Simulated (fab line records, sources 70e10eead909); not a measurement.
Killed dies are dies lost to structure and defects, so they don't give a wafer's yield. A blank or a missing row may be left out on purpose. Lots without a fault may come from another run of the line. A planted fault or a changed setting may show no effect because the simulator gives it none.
Which tool did it? | flow nand_harc | 14 lots, 42 wafers sampled, at 1 step of a route of 1302

WHAT THE GAUGES READ, wafer by wafer
NHARC_P_GATE_INSPECT_68. Usual: raw_defect_count 194, standard deviation 66.
lot  | measured     | on                | raw_defect_count | flag
L610 | day 6 02:50  | defect_inspect-02 | 202 113 147      |
L611 | day 6 03:28  | defect_inspect-01 | 95 113 227       |
L613 | day 6 19:26  | defect_inspect-02 | 147 215 230      |
L614 | day 7 08:43  | defect_inspect-01 | 226 153 256      |
L617 | day 8 16:18  | defect_inspect-02 | 237 145 104      |
L618 | day 9 03:10  | defect_inspect-02 | 184 147 156      |
L625 | day 12 02:10 | defect_inspect-02 | 215 162 114      |
L626 | day 12 15:20 | defect_inspect-01 | 238 218 222      |
L627 | day 13 03:56 | defect_inspect-01 | 133 97 126       |
L628 | day 13 08:16 | defect_inspect-02 | 167 139 144      |
L629 | day 13 15:09 | defect_inspect-02 | 293 254 192      |
L630 | day 14 11:38 | defect_inspect-02 | 184 215 188      |
L631 | day 14 16:09 | defect_inspect-01 | 175 190 174      |
L633 | day 15 15:50 | defect_inspect-01 | 230 289 172      |

WHICH TOOL RAN EACH LOT (tool, then ch and the chambers of the sampled wafers, then the start)
The record holds no process step before these readings.

WHAT THE TOOLS THEMSELVES READ (means of the sampled wafers that have a number; where no wafer has one, the mark that the record gives instead)
The record holds no such reading with a usual standard deviation.

THE ANSWER, worked out from the rows above alone
Rule: a lot is off if the mean of its wafers that have a number lies more than 3 standard deviations from the usual mean. A lot without any number at a reading at which 4 lots or more have one is off too. The other lots that the step has rows for count as sound. The gauges are gone through in route order, then the tools' own readings, and for those a lot's mean is taken as printed above. The first step at which some lot is off is used, and at that step the reading that is off furthest; a lot without a number counts as furthest.
No lot is off at any reading shown: from this, nothing can be told.

WHAT THE SIMULATOR HAD PUT IN
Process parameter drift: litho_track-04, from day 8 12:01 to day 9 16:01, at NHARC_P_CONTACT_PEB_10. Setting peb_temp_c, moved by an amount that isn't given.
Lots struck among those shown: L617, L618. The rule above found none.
